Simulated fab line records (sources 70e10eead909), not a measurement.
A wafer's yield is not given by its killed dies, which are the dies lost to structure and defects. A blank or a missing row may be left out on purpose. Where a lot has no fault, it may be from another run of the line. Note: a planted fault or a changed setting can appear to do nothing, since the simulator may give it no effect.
What tool caused it? ; flow nand_harc ; Sampling: 6 lots, 18 wafers, 5 of 1302 route steps

## WHAT EACH GAUGE READ, for each wafer
NHARC_END_SORT_01.
lot;measured;on;killed_at_other
L430;day 25 04:04;prober-02;0 0 0
L439;day 28 09:38;prober-01;0
L444;day 31 01:58;prober-02;58 0 67

## WHAT TOOL EACH LOT RAN ON (gives the tool, then ch and the chambers of the sampled wafers, and finally the start)
lot;NHARC_A_BONDPAD_ANNEAL_28;NHARC_THIN_TSV_DEP_43;NHARC_THIN_TSV_ETCHBACK_48;NHARC_THIN_TSV_ETCH_59
L429;rtp_anneal-02 ch 0, day 23 07:23;pecvd-02 ch 0,1, day 23 19:58;rie_diel-03 ch 1,2,3, day 23 23:03;rie_metal-01 ch 0,1, day 24 02:59
L430;rtp_anneal-02 ch 0, day 23 23:54;pecvd-01 ch 0,2, day 24 12:25;rie_diel-12 ch 0,2,3, day 24 15:38;rie_metal-01 ch 0,1, day 24 19:33
L435;rtp_anneal-02 ch 0, day 25 20:55;pecvd-02 ch 0,1,2, day 26 09:09;rie_diel-05 ch 0,1,2, day 26 12:06;rie_metal-01 ch 0,1, day 26 15:56
L439;rtp_anneal-02 ch 0, day 27 01:32;pecvd-01 ch 0,2, day 27 13:59;rie_diel-12 ch 0,1,2, day 27 17:00;rie_metal-01 ch 0,1, day 27 21:00
L444;rtp_anneal-02 ch 0, day 29 19:13;pecvd-02 ch 0,2, day 30 09:27;rie_diel-03 ch 0,1,3, day 30 12:29;rie_metal-02 ch 0,1, day 30 16:31
L451;rtp_anneal-01 ch 0, day 32 05:29;pecvd-04 ch 0,2, day 32 20:20;rie_diel-03 ch 0,1,2, day 32 23:34;rie_metal-03 ch 0,1, day 33 03:35
- NHARC_A_BONDPAD_ANNEAL_28: time 90 s.
- NHARC_THIN_TSV_DEP_43: deposits SiO2, target thk 1328.5 nm.
- NHARC_THIN_TSV_ETCHBACK_48: etches the open film in C4F8/Ar, target depth 1028.5 nm, time 405.17 s.
- NHARC_THIN_TSV_ETCH_59: etches the open film in Cl2/BCl3, target depth 880 nm, time 138.1 s.

## THE ANSWER, worked out from the rows above alone
Rule: the lots themselves supply what counts as usual. Put in order of their means at a reading, lots are off if they are a third of the lots or fewer, leave a main group of 4 or more, and stand apart from it by a gap of 3 or more times the standard deviation of the main group's means; of several such gaps the widest counts. Not used: any main group whose means are identical at the precision the tables above print for the reading. Also off: a lot with no number at a reading for which 4 or more lots have one. Where the step has rows for the other lots, those lots are counted as sound.
No lot is off at any reading shown: from this, nothing can be told.

## WHAT HAD BEEN PUT IN BY THE SIMULATOR
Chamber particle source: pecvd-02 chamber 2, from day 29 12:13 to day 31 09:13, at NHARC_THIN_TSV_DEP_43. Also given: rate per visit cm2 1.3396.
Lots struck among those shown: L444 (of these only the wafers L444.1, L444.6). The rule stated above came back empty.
